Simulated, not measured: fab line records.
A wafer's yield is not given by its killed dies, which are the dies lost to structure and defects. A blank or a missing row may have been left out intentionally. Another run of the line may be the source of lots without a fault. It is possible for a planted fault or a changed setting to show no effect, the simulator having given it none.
A struck lot beside a sound one || flow n5 finfet || 18 out of 1938 route steps
Sound: wafers L391.2, L391.3, L391.4. Wafers struck: L400.1, L400.4, L400.6. At the end, the cause is stated.
Order at every step that has rows: each side's tool, ch and its chambers, its first start. Under that, the readings that differ: sound wafers || struck wafers || difference of the means || sigmas: that difference in standard deviations of wafers without a fault.
alike: same words and numbers on both sides, and readings whose means sit less than 2 such deviations apart. not compared: any withheld reading, any reading some wafer has no value for, any bound like >300 that may hide the same value, and any number with overlapping values for which the record gives no deviation.
Wherever a step has rows on one side only, a row that says differs or no value, or a row with sigmas, the two part there. Non-overlapping numbers with no deviation appear without sigmas and do not part them. A reading missing from all wafers of one side parts the sides only when that side holds two or more wafers.

N5_BEOL_M15_DESCUM_33: chemistry O2, time 7.9 s.
  sound on rie diel-03 ch 0,1,3, day 13 16:19; struck on rie diel-02 ch 0,1,2, day 17 03:07
  alike: drypump motor current A, o2 flow sccm, oes product au, rf fwd power W, rf vpp V, showerhead plenum p Torr, throttle valve pct
  not compared: rf hours counter h
then, 1 step without rows for these wafers: N5_BEOL_M15_ETCH_61 (etches BARC in N2/H2, target depth 89 nm, overetch 26.7 nm, time 67.9 s).
N5_BEOL_M15_TRENCH_ETCH_34: etches SiO2 in C4F8/O2/Ar, target depth 872.93 nm, time 199 s.
  sound on rie diel-03 ch 0,1,3, day 13 16:25; struck on rie diel-02 ch 0,1,2, day 17 03:12
  alike: drypump motor current A, oes product au, rf fwd power W, rf vpp V, showerhead plenum p Torr, throttle valve pct
  not compared: rf hours counter h
N5_BEOL_M15_STRIP_36: strips in O2.
  sound on rie diel-05 ch 1,2,3, day 13 16:38; struck on rie diel-02 ch 0,1, day 17 04:14
  alike: drypump motor current A, o2 flow sccm, oes product au, rf vpp V, showerhead plenum p Torr, throttle valve pct
  not compared: rf hours counter h
then, 5 steps without rows for these wafers: N5_BEOL_M15_STRIP_62 (strips in O2); N5_BEOL_M15_STRIP_37 (strips in O2); N5_BEOL_M15_ETCH_38 (etches SiCN in CF4/N2, target depth 106.4 nm, time 120.5 s); N5_BEOL_M15_PRECLEAN_39 (cleans in residue remover, time 60 s); N5_BEOL_M15_SRD_40 (time 30 s, dry time 30 s).
N5_BEOL_M15_DEGAS_41: time 60 s.
  struck on pvd sputter-03, day 17 04:46; sound on pvd sputter-02, day 13 17:30
  alike: heater power w
N5_BEOL_M15_PRE_CLEAN_42: time 30 s.
  struck on pvd sputter-03, day 17 04:48; sound on pvd sputter-02, day 13 17:32
  alike: heater power w
N5_BEOL_M15_SPUTTER_43: material TaN, target thk 15 nm, time 24.19 s.
  struck on pvd sputter-03, day 17 04:50; sound on pvd sputter-02, day 13 17:35
{"reading": "cathode dc power W (W)", "sound": "15005 15001 15002", "struck": "16612 16613 16615", "difference": "+1611", "sigmas": "+99 or more"}
{"reading": "model.TaN_of_BEOL_M15_SPUTTER_43.thk nm (nm)", "sound": "15.4 15 15.2", "struck": "16.8 16.8 16.6", "difference": "+1.5", "sigmas": ""}
  alike: throttle valve pct
then, 4 steps without rows for these wafers: N5_BEOL_M15_SPUTTER_44 (material Ta, target thk 15 nm, time 24.19 s); N5_BEOL_M15_SPUTTER_45 (material Cu, target thk 100 nm, time 16.67 s); N5_BEOL_M15_ECD_47 (material Cu, target thk 1860 nm); N5_BEOL_M15_ANNEAL_48 (time 90 s).
N5_BEOL_M15_CMP_49: polishes, stops on SiO2, t overpolish 4.9 s, target thk 850 nm.
  sound on cmp-01 ch 0,2,3, day 13 18:30; struck on cmp-03 ch 1,3, day 17 05:41
{"reading": "slurry flow ml min", "sound": "149.9 150.3 150.7", "struck": "149.9 149.4 148.9", "difference": -0.9, "sigmas": -2}
  alike: barrier field endpoint s, edge zone pressure frac, motor current A
N5_BEOL_M15_THK_MEAS_50: measures by xrf.
  struck on film metro-02, day 17 05:57; sound on film metro-02, day 13 18:48
  alike: M15_THK

## WHERE THEY PART
First at N5_BEOL_M15_SPUTTER_43; last, within this record, at N5_BEOL_M15_CMP_49. Later steps at which nothing parts them and some readings are alike: N5_BEOL_M15_THK_MEAS_50.

WHY: what had been put in by the simulator
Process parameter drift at N5_BEOL_M15_SPUTTER_43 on pvd sputter-03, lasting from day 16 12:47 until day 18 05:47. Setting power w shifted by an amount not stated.
